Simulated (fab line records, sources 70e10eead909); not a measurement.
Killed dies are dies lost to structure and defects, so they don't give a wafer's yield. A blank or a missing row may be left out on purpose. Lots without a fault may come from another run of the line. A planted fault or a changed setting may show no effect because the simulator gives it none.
A struck lot beside a sound one | flow nand_harc | 14 steps out of a route of 1159
Sound: wafers L607.1, L607.5, L607.6. Struck: wafer L609.3. (L609.1, L609.5 of the same lot were not struck and are left out.) The cause comes at the end.
At each step with rows: each side's tool, then ch and its chambers, then its first start. Under that, the readings that differ: sound wafers | struck wafers | difference of the means | sigmas: that difference in standard deviations of wafers without a fault.
alike: readings whose means differ by less than 2 such deviations, and words and numbers that are the same on both sides. not compared: withheld readings, readings that some wafer has no value for, bounds like >300 that may hide the same value, and numbers for which the record gives no deviation and whose values overlap.
The two part at a step that has a row with sigmas, a row that says differs or no value, or rows on one side only. Numbers that don't overlap but have no deviation are shown without sigmas and don't part them. A reading that every wafer of one side lacks parts them only if that side has two wafers or more.

first, 3 steps without rows for these wafers: NHARC_A_SLIT_EXPOSE_06 (exposes mask SLIT); NHARC_A_SLIT_PEB_07 (peb time 65 s); NHARC_A_SLIT_DEVELOP_08 (develop time 35 s).
NHARC_A_SLIT_CD_MEAS_09: target cd 300 nm.
  sound on cd_sem-01 ch 0, day 16 13:53; struck on cd_sem-02 ch 0, day 17 12:28
  reading    | sound             | struck | difference | sigmas
  cd_nm (nm) | 300.3 300.0 300.0 | 298.7  | -1.4       | -3
NHARC_A_SLIT_OVL_MEAS_10:
  sound on overlay-01, day 16 13:59; struck on overlay-01, day 17 12:32
  alike: overlay_x_nm, overlay_y_nm
NHARC_A_SLIT_INSPECT_11:
  sound on defect_inspect-02, day 16 14:01; struck on defect_inspect-01, day 17 12:35
  alike: raw_defect_count
NHARC_A_SLIT_DESCUM_14: chemistry O2, time 3 s.
  sound on rie_diel-09 ch 0,2,3, day 16 14:07; struck on rie_diel-10 ch 0, day 17 12:40
  alike: drypump_motor_current_A, oes_product_au, rf_vpp_V, showerhead_plenum_p_Torr, throttle_valve_pct
  not compared: rf_hours_counter_h
NHARC_A_SLIT_ETCH_24: etches the open film in CF4/CHF3, target depth 121 nm, time 60.5 s.
  sound on rie_diel-09 ch 2,3, day 16 14:11; struck on rie_diel-10 ch 1, day 17 12:44
  alike: chf3_flow_sccm, drypump_motor_current_A, oes_product_au, rf_vpp_V, showerhead_plenum_p_Torr, throttle_valve_pct
  not compared: rf_hours_counter_h
then, 1 step without rows for these wafers: NHARC_A_SLIT_ETCH_15 (etches the open film in O2/COS, target depth 3200 nm, time 832 s).
NHARC_A_SLIT_ETCH_17: etches the open film in C4F8/O2/Ar, time 1687.5 s, target depth 10100 nm.
  sound on har_etch-01 ch 0,1, day 16 16:49; struck on har_etch-01 ch 1, day 17 13:39
  alike: drypump_motor_current_A, showerhead_plenum_p_Torr, throttle_valve_pct
  not compared: rf_hours_counter_h
NHARC_A_SLIT_ETCH_26: etches the open film in C4F8/O2/Ar, time 90 s, target depth 400 nm.
  sound on har_etch-01 ch 0,1, day 16 18:18; struck on har_etch-01 ch 1, day 17 14:55
  alike: drypump_motor_current_A, showerhead_plenum_p_Torr, throttle_valve_pct
  not compared: rf_hours_counter_h
then, 1 step without rows for these wafers: NHARC_A_SLIT_STRIP_28 (strips in O2/COS).
NHARC_A_SLIT_ETCH_29: etches the open film in CF4/O2, target depth 100 nm, overetch 10 nm, time 55 s.
  sound on rie_diel-07 ch 1,2, day 16 18:55; struck on rie_diel-07 ch 2, day 17 15:30
  reading               | sound             | struck | difference | sigmas
  oes_product_au (a.u.) | 0.980 1.007 0.983 | 0.941  | -0.049     | -4
  alike: drypump_motor_current_A, rf_vpp_V, showerhead_plenum_p_Torr, throttle_valve_pct
  not compared: rf_hours_counter_h
NHARC_A_SLIT_STRIP_18: strips in O2.
  sound on rie_diel-07 ch 1,2; struck on rie_diel-07 ch 3
  alike: drypump_motor_current_A, oes_product_au, rf_vpp_V, showerhead_plenum_p_Torr, throttle_valve_pct
  not compared: rf_hours_counter_h

WHERE THEY PART
First at NHARC_A_SLIT_CD_MEAS_09; last, within this record, at NHARC_A_SLIT_ETCH_29. Later steps at which nothing parts them and some readings are alike: NHARC_A_SLIT_STRIP_18.

WHY: what the simulator had put in
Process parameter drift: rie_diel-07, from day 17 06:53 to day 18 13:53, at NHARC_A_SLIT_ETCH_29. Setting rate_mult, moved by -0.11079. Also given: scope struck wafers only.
